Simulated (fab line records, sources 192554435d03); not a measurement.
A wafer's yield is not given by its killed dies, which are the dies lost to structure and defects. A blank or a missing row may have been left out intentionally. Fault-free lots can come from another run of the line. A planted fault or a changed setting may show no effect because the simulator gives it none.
fab line records	flow n5Finfet
record lots=7	wafers=21
route steps=1938 shown BEOL_M1@758 BEOL_M2@881 BEOL_M3@931 BEOL_M4@1027 BEOL_M5@1112 BEOL_M6@1224
startH: start of the lot's first displayed wafer, in hours after the record's first day	waitH: time in hours since the lot's previous step	" as in the row above	L1.1+2: a single row standing in for several wafers	- either no value or no given start	* or withheld: withheld	< > ~ a bound
route shown NAME@n: a module of which the file shows steps, and the number in the route of the first	usual: mean and standard deviation over wafers with no fault	same: alike in all rows	chamber/n: place in a boat	sites: each site's reading	_std_site: how widely they spread, as a standard deviation	_edge_site: the outer-site mean with the inner-site mean subtracted	radiusMm: for every site, how far away it sits from the centre of the wafer	mask NAME#n: copy n	behind: the last tool/chamber to shape the wafer	hold: why the lot was held/for how many hours/how that ended	device: the transistor (n, p or np) that didn't switch	end of line: tests of these same wafers at the route's end	where a step has no rows: the recipe by itself	killed: count of dies lost to structure and defects at first sort (not the wafer's yield)	map: the dies of a wafer, with x for killed, . for not killed, _ for no die there
set.NAME: the setting as run; set.NAME@STEP: as run at that earlier step	model.NAME: the simulator's own value behind a step, which no gauge read
lots whose settings were changed on purpose; a table a step, a row a wafer
## steps
# step N5_BEOL_M1_COAT_05
# recipe resist=CAR-EUV	spinRpm=1500	resistThkNm=30
lot.wafer	tool	chamber	startH	waitH	set.spinRpm	model.CAR-EUV_of_BEOL_M1_COAT_05.thkNm
L078.1	lithoTrack-01	0	-	-	1397	31
L078.4+5	"	0	"	"	1500	30
L079.1+6	lithoTrack-04	0	-	-	1665	28.4
L079.4	"	0	"	"	1500	30
L082.2	lithoTrack-01	0	-	-	1500	30
L082.5	"	0	"	"	1338	31.8
L082.6	"	0	"	"	1500	29.8
L084.3	lithoTrack-04	0	-	-	1500	29.8
L084.4+5	"	0	"	"	1500	30
L088.3+5	lithoTrack-01	0	-	-	1351	31.6
L088.6	"	0	"	"	1500	30
L089.2	lithoTrack-01	0	-	-	1500	29.8
L089.5+6	"	0	"	"	1500	30
L090.1	lithoTrack-01	0	-	-	1500	29.8
L090.3+4	"	0	"	"	1500	30
# step N5_BEOL_M1_EBR_07
# recipe solvent=PGMEA	ebrWidthMm=1.5
# step N5_BEOL_M1_SOFTBAKE_06
# recipe tempC=110	timeS=60	resist=CAR-EUV
# step N5_BEOL_M1_DESCUM_16
# recipe chemistry=O2	timeS=7	sourcePowerW=50	biasPowerW=20	pressureMtorr=20	rfFrequencyHz=2.712e+07	tempC=40	resist=CAR-EUV	o2FlowSccm=225
# step N5_BEOL_M1_ETCH_74
# recipe chemistry=N2/H2	target=underlayer	targetDepthA=65	maskMaterial=CAR-EUV	timeS=5.2	ionEnergyEv=200	pressureMtorr=30	sourceW=840	biasW=150	n2FlowSccm=200	h2FlowSccm=200	ends=cleared
# step N5_BEOL_M1_ETCH_63
# recipe chemistry=CF4	target=SiARC	targetDepthA=156	maskMaterial=CAR-EUV	timeS=26	ionEnergyEv=80	pressureMtorr=40	sourceW=545	biasW=36	Ar_flow_sccm=100	cf4FlowSccm=100	ends=cleared
lot.wafer	tool	chamber	startH	waitH	set.spinRpm@BEOL_M1_COAT_05	model.CAR-EUV_of_BEOL_M1_COAT_05.thkNm
L078.1	rieDiel-02	1	143.21	0.0	1397	12.2
L078.4+5	"	0,1	"	"	1500	11.2
L079.1+6	rieDiel-03	2,0	150.53	0.0	1665	9.6
L079.4	"	3	"	"	1500	11
L082.2+6	rieDiel-06	2,1	172.94	0.0	1500	11
L082.5	"	0	"	"	1338	12.8
L084.3+5	rieDiel-03	1,2	180.61	0.0	1500	11
L084.4	"	0	"	"	1500	11.2
L088.3+5	rieDiel-03	0,2	202.65	0.0	1351	12.8
L088.6	"	1	"	"	1500	11.2
L089.2	rieDiel-06	0	213.75	0.0	1500	11
L089.5+6	"	3,2	"	"	1500	11.2
L090.1+3	rieDiel-02	2,0	218.16	0.0	1500	11
L090.4	"	3	"	"	1500	11.2
# step N5_BEOL_M1_ETCH_64
# recipe chemistry=N2/H2	target=SOC	targetDepthA=750	overetchA=150	maskMaterial=SiARC	tempC=40	timeS=112.5	ionEnergyEv=200	pressureMtorr=30	sourceW=840	biasW=150	n2FlowSccm=200	h2FlowSccm=200
# step N5_BEOL_M1_STRIP_65
# recipe chemistry=N2/H2	tempC=40	n2FlowSccm=200	h2FlowSccm=200	rfFrequencyHz=6e+07
# step N5_BEOL_M1_STRIP_75
# recipe chemistry=N2/H2	tempC=40	n2FlowSccm=200	h2FlowSccm=200	rfFrequencyHz=6e+07
# step N5_BEOL_M1_STRIP_66
# recipe chemistry=CF4	resist=SiARC	powerW=300	biasPowerW=75	pressureMtorr=50	cf4FlowSccm=150	rfFrequencyHz=6e+07
# step N5_BEOL_M1_HM_OPEN_17
# recipe chemistry=Cl2/BCl3	targetDepthA=200	overetchA=60	target=TiN	maskMaterial=SOC	ionEnergyEv=150	pressureMtorr=10	icpW=1000	biasW=126	Cl2_flow_sccm=53.25	bcl3FlowSccm=21.75	Ar_flow_sccm=25
lot.wafer	tool	chamber	startH	waitH	set.targetThkA@BEOL_M1_HM_DEP_02	model.etch.depthNm
L078.1	rieMetal-03	1	143.41	0.0	200	19.58
L078.4	"	0	"	"	200	20.03
L078.5	"	1	"	"	200	19.24
L079.1	rieMetal-01	0	150.75	0.1	226.3	22.54
L079.4	"	1	"	"	226.3	22.34
L079.6	"	0	"	"	200	20.12
L082.2	rieMetal-03	1	173.14	0.0	180.8	17.57
L082.5	"	0	"	"	180.8	17.63
L082.6	"	1	"	"	180.8	18.21
L084.3	rieMetal-02	0	180.83	0.1	209.1	21.46
L084.4	"	1	"	"	200	19.74
L084.5	"	1	"	"	200	19.69
L088.3	rieMetal-02	1	202.87	0.1	216.2	22.14
L088.5	"	1	"	"	216.2	21.38
L088.6	"	0	"	"	216.2	21.57
L089.2	rieMetal-02	0	213.95	0.0	200	19.48
L089.5	"	1	"	"	200	19.68
L089.6	"	0	"	"	200	19.44
L090.1	rieMetal-03	1	218.35	0.0	200	19.74
L090.3	"	1	"	"	182.1	18.43
L090.4	"	0	"	"	200	20.01
# step N5_BEOL_M2_ETCH_69
# recipe chemistry=CF4	target=SiARC	targetDepthA=156	maskMaterial=CAR-EUV	timeS=26	ionEnergyEv=80	pressureMtorr=40	sourceW=545	biasW=36	Ar_flow_sccm=100	cf4FlowSccm=100	ends=cleared
# usual rfVppV=183.9/1.2
lot.wafer	tool	chamber	startH	waitH	set.biasW	rfVppV
L078.1	rieDiel-01	1	156.14	0.0	36	184.5
L078.4	"	0	"	"	36	185.2
L078.5	"	0	"	"	34.06	178.5
L079.1	rieDiel-05	2	161.53	0.0	36	184.8
L079.4	"	1	"	"	36	185.5
L079.6	"	3	"	"	36	182.1
L082.2	rieDiel-05	2	190.59	0.0	36	186.1
L082.5	"	1	"	"	42.13	204.5
L082.6	"	2	"	"	42.13	204.7
L084.3	rieDiel-05	1	199.20	0.0	38.69	193.9
L084.4	"	0	"	"	36	181.7
L084.5	"	3	"	"	38.69	191.4
L088.3	rieDiel-05	2	215.58	0.0	29.75	162.5
L088.5	"	2	"	"	36	184.9
L088.6	"	1	"	"	36	184.7
L089.2	rieDiel-01	3	234.22	0.0	36	182.9
L089.5	"	1	"	"	36	185.2
L089.6	"	3	"	"	36	181.7
L090.1	rieDiel-05	0	248.04	0.0	36	183.7
L090.3	"	1	"	"	36	185.8
L090.4	"	1	"	"	36	183.5
# step N5_BEOL_M3_ILD_DEP_00
# recipe material=SiOC	targetThkA=790	tempC=350	precursor=DEMS/O2	pressureTorr=5	rfW=500	timeS=15.3
lot.wafer	tool	chamber	startH	waitH	set.timeS	model.SiOC_of_BEOL_M3_ILD_DEP_00.thkNm
L078.1	pecvd-04	2	184.41	0.0	16.61	85.8
L078.4	"	2	"	"	15.3	80.4
L078.5	"	1	"	"	16.61	87.8
L079.1	pecvd-02	0	185.01	0.0	15.3	76.8
L079.4	"	1	"	"	15.3	78.8
L079.6	"	0	"	"	15.3	77.2
L082.2	pecvd-02	0	207.61	0.1	15.3	78.6
L082.5	"	0	"	"	13.17	68.8
L082.6	"	0	"	"	13.17	68.6
L084.3	pecvd-04	1	224.06	0.0	15.3	78
L084.4	"	2	"	"	15.3	80
L084.5	"	1	"	"	15.3	79.6
L088.3	pecvd-04	1	236.96	0.0	15.3	79.6
L088.5	"	0	"	"	16.7	86.6
L088.6	"	1	"	"	15.3	80.6
L089.2	pecvd-04	0	255.23	0.0	15.3	77.8
L089.5	"	0	"	"	15.3	78.8
L089.6	"	1	"	"	15.3	79
L090.1	pecvd-01	2	261.05	0.0	15.3	78.6
L090.3	"	0	"	"	16.31	84.8
L090.4	"	0	"	"	15.3	81
# step N5_BEOL_M3_THK_MEAS_01
# recipe reads=SiOC_of_BEOL_M3_ILD_DEP_00
# usual M3_ILD_THK=79.0/0.98
lot.wafer	tool	chamber	startH	waitH	set.timeS@BEOL_M3_ILD_DEP_00	M3_ILD_THK[nm]
L078.1	filmMetro-01	-	184.48	0.0	16.61	85.8
L078.4	"	-	"	"	15.3	80.4
L078.5	"	-	"	"	16.61	87.6
L079.1	filmMetro-02	-	185.08	0.0	15.3	76.7
L079.4	"	-	"	"	15.3	78.7
L079.6	"	-	"	"	15.3	77.2
L082.2	filmMetro-02	-	207.73	0.1	15.3	78.6
L082.5	"	-	"	"	13.17	68.6
L082.6	"	-	"	"	13.17	68.5
L084.3	filmMetro-01	-	224.13	0.1	15.3	78.1
L084.4	"	-	"	"	15.3	80.0
L084.5	"	-	"	"	15.3	79.5
L088.3	filmMetro-01	-	237.03	0.1	15.3	79.6
L088.5	"	-	"	"	16.7	86.6
L088.6	"	-	"	"	15.3	80.5
L089.2	filmMetro-01	-	255.30	0.1	15.3	77.7
L089.5	"	-	"	"	15.3	78.7
L089.6	"	-	"	"	15.3	79.0
L090.1	filmMetro-01	-	261.11	0.0	15.3	78.6
L090.3	"	-	"	"	16.31	84.6
L090.4	"	-	"	"	15.3	81.0
# step N5_BEOL_M3_COAT_73
# recipe resist=underlayer	tempC=205	timeS=60	spinRpm=1500	resistThkNm=5
lot.wafer	tool	chamber	startH	waitH	set.spinRpm
L078.1	lithoTrack-02	0	-	-	1500
L078.4+5	"	0	"	"	1621
L079.1+4	lithoTrack-01	0	-	-	1500
L079.6	"	0	"	"	1443
L082.2	lithoTrack-02	0	-	-	1500
L082.5+6	"	0	"	"	1578
L084.3+4+5	lithoTrack-02	0	-	-	1500
L088.3+6	lithoTrack-03	0	-	-	1433
L088.5	"	0	"	"	1500
L089.2+5+6	lithoTrack-01	0	-	-	1500
L090.1	lithoTrack-02	0	-	-	1500
L090.3+4	"	0	"	"	1572
# step N5_BEOL_M3_COAT_05
# recipe resist=CAR-EUV	spinRpm=1500	resistThkNm=30
# step N5_BEOL_M3_EBR_07
# recipe solvent=PGMEA	ebrWidthMm=1.5
# step N5_BEOL_M3_DESCUM_16
# recipe chemistry=O2	timeS=7	sourcePowerW=50	biasPowerW=20	pressureMtorr=20	rfFrequencyHz=2.712e+07	tempC=40	resist=CAR-EUV	o2FlowSccm=225
# step N5_BEOL_M3_ETCH_74
# recipe chemistry=N2/H2	target=underlayer	targetDepthA=65	maskMaterial=CAR-EUV	timeS=5.2	ionEnergyEv=200	pressureMtorr=30	sourceW=840	biasW=150	n2FlowSccm=200	h2FlowSccm=200	ends=cleared
lot.wafer	tool	chamber	startH	waitH	set.spinRpm@BEOL_M3_COAT_73	model.etch.depthNm
L078.1	rieDiel-06	0	185.25	0.0	1500	5.029
L078.4	"	3	"	"	1621	4.832
L078.5	"	2	"	"	1621	4.84
L079.1	rieDiel-03	1	188.06	0.0	1500	4.995
L079.4	"	2	"	"	1500	4.985
L079.6	"	0	"	"	1443	5.083
L082.2	rieDiel-06	1	210.04	0.0	1500	4.996
L082.5	"	0	"	"	1578	4.888
L082.6	"	3	"	"	1578	4.89
L084.3	rieDiel-06	3	224.77	0.0	1500	5.023
L084.4	"	1	"	"	1500	5.022
L084.5	"	0	"	"	1500	5.028
L088.3	rieDiel-02	3	238.21	0.0	1433	5.14
L088.5	"	0	"	"	1500	5.025
L088.6	"	3	"	"	1433	5.137
L089.2	rieDiel-06	1	257.76	0.0	1500	4.99
L089.5	"	3	"	"	1500	4.985
L089.6	"	2	"	"	1500	4.997
L090.1	rieDiel-03	3	262.92	0.0	1500	4.988
L090.3	"	0	"	"	1572	4.891
L090.4	"	1	"	"	1572	4.892
# step N5_BEOL_M4_COAT_73
# recipe resist=underlayer	tempC=205	timeS=60	spinRpm=1500	resistThkNm=5
lot.wafer	tool	chamber	startH	waitH	set.spinRpm
L078.1+4+5	lithoTrack-04	0	-	-	1500
L079.1+6	lithoTrack-04	0	-	-	1500
L079.4	"	0	"	"	1597
L082.2+5+6	lithoTrack-04	0	-	-	1500
L084.3	lithoTrack-05	0	-	-	1500
L084.4+5	"	0	"	"	1608
L088.3+5+6	lithoTrack-02	0	-	-	1500
L089.2+5+6	lithoTrack-02	0	-	-	1500
L090.1+3	lithoTrack-04	0	-	-	1658
L090.4	"	0	"	"	1500
# step N5_BEOL_M4_COAT_05
# recipe resist=CAR-EUV	spinRpm=1500	resistThkNm=30
# step N5_BEOL_M4_EBR_07
# recipe solvent=PGMEA	ebrWidthMm=1.5
# step N5_BEOL_M4_DESCUM_16
# recipe chemistry=O2	timeS=7	sourcePowerW=50	biasPowerW=20	pressureMtorr=20	rfFrequencyHz=2.712e+07	tempC=40	resist=CAR-EUV	o2FlowSccm=225
# step N5_BEOL_M4_ETCH_74
# recipe chemistry=N2/H2	target=underlayer	targetDepthA=65	maskMaterial=CAR-EUV	timeS=5.2	ionEnergyEv=200	pressureMtorr=30	sourceW=840	biasW=150	n2FlowSccm=200	h2FlowSccm=200	ends=cleared
lot.wafer	tool	chamber	startH	waitH	set.spinRpm@BEOL_M4_COAT_73	model.etch.depthNm
L078.1	rieDiel-04	1	202.51	0.0	1500	4.991
L078.4	"	2	"	"	1500	4.997
L078.5	"	3	"	"	1500	5.004
L079.1	rieDiel-01	2	204.13	0.0	1500	5.005
L079.4	"	1	"	"	1597	4.83
L079.6	"	2	"	"	1500	5
L082.2	rieDiel-01	3	228.62	0.0	1500	4.994
L082.5	"	2	"	"	1500	4.989
L082.6	"	1	"	"	1500	5.006
L084.3	rieDiel-01	1	251.87	0.0	1500	5.027
L084.4	"	2	"	"	1608	4.837
L084.5	"	3	"	"	1608	4.833
L088.3+6	rieDiel-05	2,1	261.79	0.0	1500	5.021
L088.5	"	2	"	"	1500	5.032
L089.2	rieDiel-04	2	288.22	0.0	1500	5.005
L089.5	"	2	"	"	1500	5.004
L089.6	"	1	"	"	1500	5.006
L090.1	rieDiel-01	1	297.57	0.0	1658	4.752
L090.3	"	2	"	"	1658	4.75
L090.4	"	0	"	"	1500	5.008
# step N5_BEOL_M5_ILD_DEP_00
# recipe material=SiCOH_lowk	targetThkA=1406.4	tempC=300	precursor=DEMS/porogen	pressureTorr=5	rfW=500	timeS=25.9
lot.wafer	tool	chamber	startH	waitH	set.timeS	model.SiCOH_lowk_of_BEOL_M5_ILD_DEP_00.thkNm
L078.1	pecvd-02	1	223.04	0.8	25.9	137.6
L078.4	"	0	"	"	25.9	139.6
L078.5	"	0	"	"	27.84	148.8
L079.1	pecvd-02	1	237.57	0.8	25.9	138.8
L079.4	"	2	"	"	22.99	122.6
L079.6	"	1	"	"	22.99	125
L082.2	pecvd-02	2	251.51	0.7	28.03	149
L082.5	"	2	"	"	25.9	141.6
L082.6	"	0	"	"	25.9	139.8
L084.3	pecvd-03	0	271.22	0.5	25.9	137
L084.4	"	2	"	"	25.9	137.4
L084.5	"	1	"	"	25.9	140.8
L088.3	pecvd-03	1	278.89	0.5	28.57	154.8
L088.5	"	1	"	"	25.9	143.8
L088.6	"	0	"	"	25.9	141.6
L089.2	pecvd-03	0	301.75	0.7	25.9	136.6
L089.5	"	0	"	"	25.9	139.2
L089.6	"	1	"	"	25.9	140.4
L090.1	pecvd-01	1	321.70	0.8	25.9	138.2
L090.3	"	0	"	"	25.9	136
L090.4	"	1	"	"	25.9	142
# step N5_BEOL_M5_CURE_79
# recipe tempC=385	timeS=240	ambient=He/Ar	material=SiCOH_lowk
lot.wafer	tool	chamber	startH	waitH	set.timeS@BEOL_M5_ILD_DEP_00	model.SiCOH_lowk_of_BEOL_M5_ILD_DEP_00.thkNm
L078.1	uvCure-02	2	223.12	0.1	25.9	118.4
L078.4	"	2	"	"	25.9	120.2
L078.5	"	2	"	"	27.84	128
L079.1	uvCure-03	2	237.64	0.0	25.9	119.4
L079.4	"	2	"	"	22.99	105.4
L079.6	"	2	"	"	22.99	107.4
L082.2	uvCure-01	1	251.65	0.1	28.03	128.2
L082.5	"	1	"	"	25.9	121.8
L082.6	"	1	"	"	25.9	120.2
L084.3	uvCure-02	0	271.44	0.2	25.9	117.8
L084.4	"	0	"	"	25.9	118.2
L084.5	"	0	"	"	25.9	121.2
L088.3	uvCure-01	2	279.27	0.4	28.57	133.4
L088.5	"	2	"	"	25.9	123.6
L088.6	"	2	"	"	25.9	121.8
L089.2	uvCure-01	2	301.91	0.1	25.9	117.4
L089.5	"	2	"	"	25.9	119.8
L089.6	"	2	"	"	25.9	120.8
L090.1	uvCure-03	2	321.76	0.0	25.9	119
L090.3	"	2	"	"	25.9	117
L090.4	"	2	"	"	25.9	122.2
# step N5_BEOL_M5_THK_MEAS_01
# recipe reads=SiCOH_lowk_of_BEOL_M5_ILD_DEP_00
# usual M5_ILD_THK=119.9/1.6
lot.wafer	tool	chamber	startH	waitH	set.timeS@BEOL_M5_ILD_DEP_00	M5_ILD_THK[nm]
L078.1	filmMetro-01	-	223.63	0.4	25.9	118.5
L078.4	"	-	"	"	25.9	120.1
L078.5	"	-	"	"	27.84	128.1
L079.1	filmMetro-02	-	238.15	0.4	25.9	119.4
L079.4	"	-	"	"	22.99	105.5
L079.6	"	-	"	"	22.99	107.5
L082.2	filmMetro-01	-	252.08	0.4	28.03	128.3
L082.5	"	-	"	"	25.9	121.9
L082.6	"	-	"	"	25.9	120.2
L084.3	filmMetro-02	-	271.81	0.3	25.9	117.8
L084.4	"	-	"	"	25.9	118.3
L084.5	"	-	"	"	25.9	121.3
L088.3	filmMetro-02	-	279.94	0.5	28.57	133.3
L088.5	"	-	"	"	25.9	123.6
L088.6	"	-	"	"	25.9	121.6
L089.2	filmMetro-02	-	302.34	0.4	25.9	117.4
L089.5	"	-	"	"	25.9	119.8
L089.6	"	-	"	"	25.9	120.8
L090.1	filmMetro-01	-	322.27	0.4	25.9	118.9
L090.3	"	-	"	"	25.9	116.8
L090.4	"	-	"	"	25.9	122.0
# step N5_BEOL_M6_EXPOSE_25
# recipe maskId=V5	na=0.33	sourceShape=annular	sigmaInner=0.4	sigmaOuter=0.8	polarization=unpolarized	targetCdNm=40	doseMj=45
lot.wafer	tool	chamber	startH	waitH	mask	set.doseMj
L078.1+5	euvScanner-01	0	241.51	-	V5#0	45
L078.4	"	0	"	"	V5#0	42.81
L079.1	euvScanner-02	0	255.98	-	V5#0	42.15
L079.4+6	"	0	"	"	V5#0	45
L082.2+5	euvScanner-01	0	268.95	-	V5#0	45
L082.6	"	0	"	"	V5#0	41.74
L084.3	euvScanner-01	0	286.39	-	V5#0	41.76
L084.4+5	"	0	"	"	V5#0	45
L088.3+5+6	euvScanner-02	0	300.71	-	V5#0	42.36
L089.2+5+6	euvScanner-02	0	316.31	-	V5#0	45
L090.1	euvScanner-02	0	340.54	-	V5#0	45
L090.3+4	"	0	"	"	V5#0	47.12
# step N5_BEOL_M6_PEB_26
# recipe pebTempC=100	pebTimeS=60	resist=CAR-EUV
# step N5_BEOL_M6_DEVELOP_27
# recipe developTimeS=30	developer=TMAH	resist=CAR-EUV	rinseLiquid=surfactantRinse	dry=airSpin	devTempC=23
# step N5_BEOL_M6_CD_MEAS_28
# recipe targetCdNm=40	landingEnergyEv=500	detector=seInlens
# usual cdNm=39.99/0.25
lot.wafer	tool	chamber	startH	waitH	set.doseMj@BEOL_M6_EXPOSE_25	cdNm
L078.1	cdSem-03	0	241.64	-	45	39.71
L078.4	"	0	"	"	42.81	38.69
L078.5	"	0	"	"	45	39.77
L079.1	cdSem-02	0	256.12	-	42.15	38.48
L079.4	"	0	"	"	45	40.09
L079.6	"	0	"	"	45	40.07
L082.2	cdSem-01	0	269.08	-	45	40.07
L082.5	"	0	"	"	45	39.68
L082.6	"	0	"	"	41.74	38.03
L084.3	cdSem-02	0	286.51	-	41.76	38.58
L084.4	"	0	"	"	45	40.01
L084.5	"	0	"	"	45	40.00
L088.3	cdSem-02	0	300.83	-	42.36	38.67
L088.5	"	0	"	"	42.36	38.44
L088.6	"	0	"	"	42.36	39.04
L089.2	cdSem-02	0	316.44	-	45	40.14
L089.5	"	0	"	"	45	40.51
L089.6	"	0	"	"	45	40.37
L090.1	cdSem-02	0	340.68	-	45	40.06
L090.3	"	0	"	"	47.12	41.10
L090.4	"	0	"	"	47.12	41.03
# step N5_BEOL_M6_DESCUM_33
# recipe chemistry=O2	timeS=7	sourcePowerW=50	biasPowerW=20	pressureMtorr=20	rfFrequencyHz=2.712e+07	tempC=40	resist=CAR-EUV	o2FlowSccm=225
lot.wafer	tool	chamber	startH	waitH	set.doseMj@BEOL_M6_EXPOSE_25	model.BEOL_M6.cdNm
L078.1	rieDiel-05	2	241.77	0.0	45	39.6
L078.4	"	2	"	"	42.81	38.6
L078.5	"	0	"	"	45	39.8
L079.1	rieDiel-05	2	256.24	0.0	42.15	38.2
L079.4+6	"	2,1	"	"	45	39.6
L082.2+5	rieDiel-04	1	269.21	0.0	45	40
L082.6	"	2	"	"	41.74	38.2
L084.3	rieDiel-01	0	286.74	0.1	41.76	38.2
L084.4	"	1	"	"	45	39.8
L084.5	"	3	"	"	45	40.2
L088.3+6	rieDiel-04	3,0	300.95	0.0	42.36	38.8
L088.5	"	1	"	"	42.36	38.6
L089.2+5+6	rieDiel-05	2,2,3	316.77	0.2	45	40
L090.1	rieDiel-04	1	340.85	0.1	45	40
L090.3+4	"	3,2	"	"	47.12	41.2
# step N5_BEOL_M6_ETCH_72
# recipe chemistry=N2/H2	target=underlayer	targetDepthA=65	maskMaterial=CAR-EUV	timeS=5.2	ionEnergyEv=200	pressureMtorr=30	sourceW=840	biasW=150	n2FlowSccm=200	h2FlowSccm=200	ends=cleared
lot.wafer	tool	chamber	startH	waitH	set.doseMj@BEOL_M6_EXPOSE_25	model.BEOL_M6.cdNm
L078.1+5	rieDiel-05	2,0	241.80	0.0	45	39.6
L078.4	"	2	"	"	42.81	38.6
L079.1	rieDiel-05	2	256.27	0.0	42.15	38.2
L079.4+6	"	2,1	"	"	45	39.6
L082.2+5	rieDiel-04	1	269.24	0.0	45	40
L082.6	"	2	"	"	41.74	38
L084.3	rieDiel-01	0	286.78	0.0	41.76	38.2
L084.4	"	1	"	"	45	39.8
L084.5	"	3	"	"	45	40.2
L088.3+5+6	rieDiel-04	3,1,0	300.98	0.0	42.36	38.6
L089.2+5+6	rieDiel-05	2,2,3	316.81	0.0	45	39.8
L090.1	rieDiel-04	1	340.88	0.0	45	40
L090.3+4	"	3,2	"	"	47.12	41.2
## key
split step=N5_BEOL_M1_COAT_05	setting=spinRpm	stated=1500	by=wafer
response step=N5_BEOL_M1_COAT_05	reading=model.CAR-EUV_of_BEOL_M1_COAT_05.thkNm	change=-0.159	per=1%	r=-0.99
response step=N5_BEOL_M1_ETCH_63	reading=model.CAR-EUV_of_BEOL_M1_COAT_05.thkNm	change=-0.15	per=1%	r=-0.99
split step=N5_BEOL_M2_ETCH_69	setting=biasW	stated=36	by=wafer
response step=N5_BEOL_M2_ETCH_69	reading=rfVppV	change=+1.21	per=1%	r=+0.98
split step=N5_BEOL_M3_ILD_DEP_00	setting=timeS	stated=15.3	by=wafer
response step=N5_BEOL_M3_ILD_DEP_00	reading=model.SiOC_of_BEOL_M3_ILD_DEP_00.thkNm	change=+0.723	per=1%	r=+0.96
response step=N5_BEOL_M3_THK_MEAS_01	reading=M3_ILD_THK	change=+0.723	per=1%	r=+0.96
split step=N5_BEOL_M3_COAT_73	setting=spinRpm	stated=1500	by=wafer
response step=N5_BEOL_M3_ETCH_74	reading=model.etch.depthNm	change=-0.023	per=1%	r=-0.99
split step=N5_BEOL_M4_COAT_73	setting=spinRpm	stated=1500	by=wafer
response step=N5_BEOL_M4_ETCH_74	reading=model.etch.depthNm	change=-0.0254	per=1%	r=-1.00
split step=N5_BEOL_M5_ILD_DEP_00	setting=timeS	stated=25.9	by=wafer
response step=N5_BEOL_M5_ILD_DEP_00	reading=model.SiCOH_lowk_of_BEOL_M5_ILD_DEP_00.thkNm	change=+1.23	per=1%	r=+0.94
response step=N5_BEOL_M5_CURE_79	reading=model.SiCOH_lowk_of_BEOL_M5_ILD_DEP_00.thkNm	change=+1.07	per=1%	r=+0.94
response step=N5_BEOL_M5_THK_MEAS_01	reading=M5_ILD_THK	change=+1.07	per=1%	r=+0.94
split step=N5_BEOL_M6_EXPOSE_25	setting=doseMj	stated=45	by=wafer
response step=N5_BEOL_M6_CD_MEAS_28	reading=cdNm	change=+0.229	per=1%	r=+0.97
response step=N5_BEOL_M6_DESCUM_33	reading=model.BEOL_M6.cdNm	change=+0.241	per=1%	r=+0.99
response step=N5_BEOL_M6_ETCH_72	reading=model.BEOL_M6.cdNm	change=+0.246	per=1%	r=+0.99
split outsideThisFile step=N5_BEOL_M1_HM_DEP_02 setting=targetThkA
# split outsideThisFile: this setting was split too, and the file shows its column; the key of that split is in another file
